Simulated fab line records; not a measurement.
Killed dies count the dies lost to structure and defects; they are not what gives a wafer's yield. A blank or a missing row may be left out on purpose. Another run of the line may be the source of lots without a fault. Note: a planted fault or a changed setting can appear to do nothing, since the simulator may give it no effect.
Matching of chambers :: flow n5_finfet :: rie_diel-05 running N5_BEOL_M3_ETCH_70: 4 sister chambers
The step etches SOC in N2/H2, target depth 80 nm, overetch 16 nm, time 120 s. 8 wafers are shown with their chamber, then 8 later ones without.

## WAFERS WITH THEIR CHAMBER
wafer: L079.5
chamber: 2
showerhead_plenum_p_Torr (Torr): 2.69
throttle_valve_pct (%): 17.83

wafer: L081.2
chamber: 1
showerhead_plenum_p_Torr (Torr): 2.69
throttle_valve_pct (%): 17.59

wafer: L082.3
chamber: 0
showerhead_plenum_p_Torr (Torr): 2.48
throttle_valve_pct (%): 18.09

wafer: L082.5
chamber: 1
showerhead_plenum_p_Torr (Torr): 2.69
throttle_valve_pct (%): 17.60

wafer: L085.2
chamber: 2
showerhead_plenum_p_Torr (Torr): 2.68
throttle_valve_pct (%): 17.83

wafer: L085.5
chamber: 0
showerhead_plenum_p_Torr (Torr): 2.48
throttle_valve_pct (%): 18.10

wafer: L085.6
chamber: 3
showerhead_plenum_p_Torr (Torr): 2.50
throttle_valve_pct (%): 17.78

wafer: L087.1
chamber: 3
showerhead_plenum_p_Torr (Torr): 2.50
throttle_valve_pct (%): 17.78

## WAFERS MISSING THEIR CHAMBER
wafer: L087.4
showerhead_plenum_p_Torr (Torr): 2.69
throttle_valve_pct (%): 17.62

wafer: L087.5
showerhead_plenum_p_Torr (Torr): 2.48
throttle_valve_pct (%): 18.13

wafer: L088.2
showerhead_plenum_p_Torr (Torr): 2.69
throttle_valve_pct (%): 17.62

wafer: L088.3
showerhead_plenum_p_Torr (Torr): 2.50
throttle_valve_pct (%): 17.77

wafer: L088.5
showerhead_plenum_p_Torr (Torr): 2.50
throttle_valve_pct (%): 17.78

wafer: L092.4
showerhead_plenum_p_Torr (Torr): 2.68
throttle_valve_pct (%): 17.64

wafer: L092.5
showerhead_plenum_p_Torr (Torr): 2.67
throttle_valve_pct (%): 17.85

wafer: L092.6
showerhead_plenum_p_Torr (Torr): 2.47
throttle_valve_pct (%): 18.13

## WHICH CHAMBER EACH WENT THROUGH
wafer: L087.4
from the rows above: 1
in truth: 1

wafer: L087.5
from the rows above: 0
in truth: 0

wafer: L088.2
from the rows above: 1
in truth: 1

wafer: L088.3
from the rows above: 3
in truth: 3

wafer: L088.5
from the rows above: 3
in truth: 3

wafer: L092.4
from the rows above: 1
in truth: 1

wafer: L092.5
from the rows above: 2
in truth: 2

wafer: L092.6
from the rows above: 0
in truth: 0
Correctly placed: 8 of 8. Can't be placed from these rows: 0. Number placed wrongly: 0.
How it was worked out, from the rows above alone: a wafer's distance from a chamber is the root of the sum, over the readings, of the square of ((its reading less the chamber's mean) divided by the reading's scatter). The wafer belongs to the nearest chamber; if the next one is less than 2 further off, it can't be placed. Each chamber's mean is taken over the wafers shown for it. The scatter: the root of (the sum of the squares of (reading less its chamber's mean) over the shown wafers, divided by (wafers less chambers)).
